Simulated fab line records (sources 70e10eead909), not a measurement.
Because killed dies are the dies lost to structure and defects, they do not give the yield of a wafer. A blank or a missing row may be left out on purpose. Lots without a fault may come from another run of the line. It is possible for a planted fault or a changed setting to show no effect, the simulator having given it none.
Chamber matching || flow nand-harc || NHARC_A_STAIRCASE_DESCUM_291 on rie-diel-10 has 4 sister chambers
The step chemistry O2, time 3 s. 4 wafers are shown with their chamber, then 9 later ones without.

WAFERS WITH THEIR CHAMBER
{"wafer": "L086.4", "chamber": 0, "showerhead-plenum-p-Torr (Torr)": 1.91}
{"wafer": "L089.1", "chamber": 1, "showerhead-plenum-p-Torr (Torr)": 1.97}
{"wafer": "L089.4", "chamber": 2, "showerhead-plenum-p-Torr (Torr)": 1.86}
{"wafer": "L089.5", "chamber": 3, "showerhead-plenum-p-Torr (Torr)": 1.78}

WAFERS WITHOUT THEIR CHAMBER
{"wafer": "L088.1", "showerhead-plenum-p-Torr (Torr)": 1.78}
{"wafer": "L088.5", "showerhead-plenum-p-Torr (Torr)": 1.91}
{"wafer": "L088.6", "showerhead-plenum-p-Torr (Torr)": 1.77}
{"wafer": "L090.3", "showerhead-plenum-p-Torr (Torr)": 1.91}
{"wafer": "L090.4", "showerhead-plenum-p-Torr (Torr)": 1.77}
{"wafer": "L090.6", "showerhead-plenum-p-Torr (Torr)": 1.91}
{"wafer": "L094.1", "showerhead-plenum-p-Torr (Torr)": 1.96}
{"wafer": "L094.4", "showerhead-plenum-p-Torr (Torr)": 2.08}
{"wafer": "L094.6", "showerhead-plenum-p-Torr (Torr)": 1.96}

WHICH CHAMBER EACH ONE RAN IN
{"wafer": "L088.1", "from the rows above": 3, "in truth": 3}
{"wafer": "L088.5", "from the rows above": "can't be placed: 0 or 2 or 1", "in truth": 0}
{"wafer": "L088.6", "from the rows above": 3, "in truth": 3}
{"wafer": "L090.3", "from the rows above": "can't be placed: 0 or 2 or 1", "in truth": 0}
{"wafer": "L090.4", "from the rows above": 3, "in truth": 3}
{"wafer": "L090.6", "from the rows above": "can't be placed: 0 or 2 or 1", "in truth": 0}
{"wafer": "L094.1", "from the rows above": "can't be placed: 1 or 0", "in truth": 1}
{"wafer": "L094.4", "from the rows above": "can't be placed: 1 or 0", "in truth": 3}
{"wafer": "L094.6", "from the rows above": "can't be placed: 1 or 0", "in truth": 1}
Correct placement for 3 of the 9. Cannot be placed on the basis of these rows: 6; the candidates contain the true chamber in 5. Number placed wrongly: 0.
How it was worked out, from the rows above alone: a wafer's distance from a chamber is the root of the sum, over the readings, of the square of ((its reading less the chamber's mean) divided by the reading's scatter). If the next closest chamber is less than 2 further off than the closest, the wafer can't be placed; otherwise it belongs to the closest. Each chamber's mean is taken over the wafers shown for it. The scatter (one wafer shown for each chamber): square how far every hidden wafer sits from the nearest shown wafer, average those squares and take the square root.
